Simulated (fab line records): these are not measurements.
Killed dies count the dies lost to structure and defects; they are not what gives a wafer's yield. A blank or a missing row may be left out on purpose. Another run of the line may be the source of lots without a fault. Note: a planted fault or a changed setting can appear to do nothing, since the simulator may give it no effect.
Matching of chambers :: flow n5-finfet :: 4 sister chambers for N5_MOL_CONTACT_COAG_DESCUM_13 on rie-diel-04
The step chemistry O2, time 7 s. 4 wafers are shown with their chamber, then 8 later ones without.

== WAFERS WITH THEIR CHAMBER ==
wafer: L678.2
chamber: 0
drypump-motor-current-A (A): 5.8

wafer: L680.2
chamber: 3
drypump-motor-current-A (A): 6.6

wafer: L680.5
chamber: 1
drypump-motor-current-A (A): 6.3

wafer: L681.3
chamber: 2
drypump-motor-current-A (A): 4.9

== WAFERS WITH NO CHAMBER GIVEN ==
wafer: L681.5
drypump-motor-current-A (A): 4.9

wafer: L681.6
drypump-motor-current-A (A): 6.3

wafer: L682.2
drypump-motor-current-A (A): 5.7

wafer: L682.4
drypump-motor-current-A (A): 6.4

wafer: L682.6
drypump-motor-current-A (A): 6.6

wafer: L686.1
drypump-motor-current-A (A): 6.5

wafer: L686.5
drypump-motor-current-A (A): 4.9

wafer: L686.6
drypump-motor-current-A (A): 6.3

== CHAMBER TAKEN BY EACH ==
wafer: L681.5
from the rows above: 2
in truth: 2

wafer: L681.6
from the rows above: 1
in truth: 1

wafer: L682.2
from the rows above: 0
in truth: 0

wafer: L682.4
from the rows above: can't be placed: 1 or 3
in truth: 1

wafer: L682.6
from the rows above: 3
in truth: 3

wafer: L686.1
from the rows above: can't be placed: 3 or 1
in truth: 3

wafer: L686.5
from the rows above: 2
in truth: 2

wafer: L686.6
from the rows above: 1
in truth: 1
6 of 8 placed correctly. From these rows, 2 cannot be placed; in 2 the true chamber is one of the candidates. 0 placed wrongly.
How it was worked out, from the rows above alone: a wafer's distance from a chamber is the root of the sum, over the readings, of the square of ((its reading less the chamber's mean) divided by the reading's scatter). The wafer belongs to the nearest chamber; if the next one is less than 2 further off, it can't be placed. For every chamber, the mean is computed from those of its wafers that are shown. The scatter: with one shown wafer a chamber, the root of the mean of the squares of how far each hidden wafer lies from its nearest shown one.
